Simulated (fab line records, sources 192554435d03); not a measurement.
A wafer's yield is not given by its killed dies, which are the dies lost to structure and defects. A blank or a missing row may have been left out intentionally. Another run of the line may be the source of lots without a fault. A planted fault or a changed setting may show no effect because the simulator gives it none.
Code-filled problem report in 8D (eight disciplines) form    flow n5 finfet    the parts of the form that need people (team, actions taken, sign-off) are left out

## 1. WHAT IS WRONG
Wafers without a fault read 1500.0 rpm, standard deviation 0.96; spin speed rpm at N5_SD_EPI_N_COAT_32 reads a mean of 1460.0 rpm on 6 wafers belonging to 2 lots. That is -42 standard deviations from the usual mean.
The step: time 60 s, resist thk 350 nm.
The first sign was on wafer L901.2 at day 4 05:31, on litho track-02. The record holds 18 wafers of 6 lots with a number at this step. Rule for "out" (also "out of limits"): further than 4 standard deviations from the usual mean. The rest of the wafers with a number are treated as sound.

## 2. WHAT IT IS AND WHAT IT IS NOT
question                     is                      is not
which readings at this step  spin speed rpm          -
which lots                   L901, L902              L896, L898, L910, L911
which wafers of those lots   all that have a number  -
read on which tools          litho track-02          litho track-03
when                         from day 4 05:31        up to then (6 sound wafers); but 6 sound wafers of L910, L911 came after

## 3. THE SUSPECTS, EACH WITH WHAT RULES IT OUT
Counting: a tool at a process step up to the reading stays a suspect if it ran every lot that is out and no sound lot after the first of them.
- ald sin-01 at N5_SPACER0_ALD_07 (deposits SiNx, target thk 2 nm): kept. All lots that are out passed through it, beginning with L901 at day 4 04:55, and no sound lot followed; its final sound lot before that point was L898 at day 3 11:11.
- ald sin-01 at N5_SPACER0_ALD_00 (deposits SiOCN, target thk 3.5 nm, pulse time 3 s, purge time 2 s): kept. All lots that are out passed through it, beginning with L901 at day 4 05:05, and no sound lot followed; its final sound lot before that point was L898 at day 3 11:20.
- ald sin-01 at N5_SPACER0_ALD_08 (deposits SiNx, target thk 2 nm): kept. All lots that are out passed through it, beginning with L901 at day 4 05:20, and no sound lot followed; its final sound lot before that point was L898 at day 3 11:36.
- litho track-02 at N5_SD_EPI_N_COAT_32 (time 60 s, resist thk 350 nm): kept. All lots that are out passed through it, beginning with L901 at day 4 05:31, and no sound lot followed; its final sound lot before that point was L898 at day 3 11:47. Out on those wafers are its own readings of spin speed rpm.
Left after counting: ald sin-01 at N5_SPACER0_ALD_07, ald sin-01 at N5_SPACER0_ALD_00, ald sin-01 at N5_SPACER0_ALD_08, litho track-02 at N5_SD_EPI_N_COAT_32.

## 4. THE CAUSE (what the simulator had put in)
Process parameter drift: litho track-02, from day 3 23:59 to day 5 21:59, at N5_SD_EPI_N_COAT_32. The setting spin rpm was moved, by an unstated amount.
4 suspects survive the count, and this tool is in that group.

## 5. THE EFFECT CHAIN, in route order
Each row: a reading whose mean over the struck wafers that have a number lies more than 3 standard deviations from the usual. Only readings for which the record gives a usual standard deviation are gone through. hours: the time from each lot's start at the first step in this table that gives one to its start at this step, as a median over the lots. sigmas: the change in usual standard deviations.
hours  step                 reading         usual       on struck wafers  change  sigmas
0      N5_SD_EPI_N_COAT_32  spin speed rpm  1500.0 rpm  1460.0            -40.0   -42
It contains these process steps:
- N5_SD_EPI_N_COAT_32: time 60 s, resist thk 350 nm.
Later measuring or inspecting steps at which every struck wafer that the step has a row for has a number for every such reading, and none has moved that far: N5_BEOL_M4_RC_MEAS_101.

## 6. HOW IT WOULD HAVE BEEN CAUGHT EARLIER
The fault began at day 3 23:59; the first out-of-limits reading in this record came at day 4 05:31, 6 hours later.
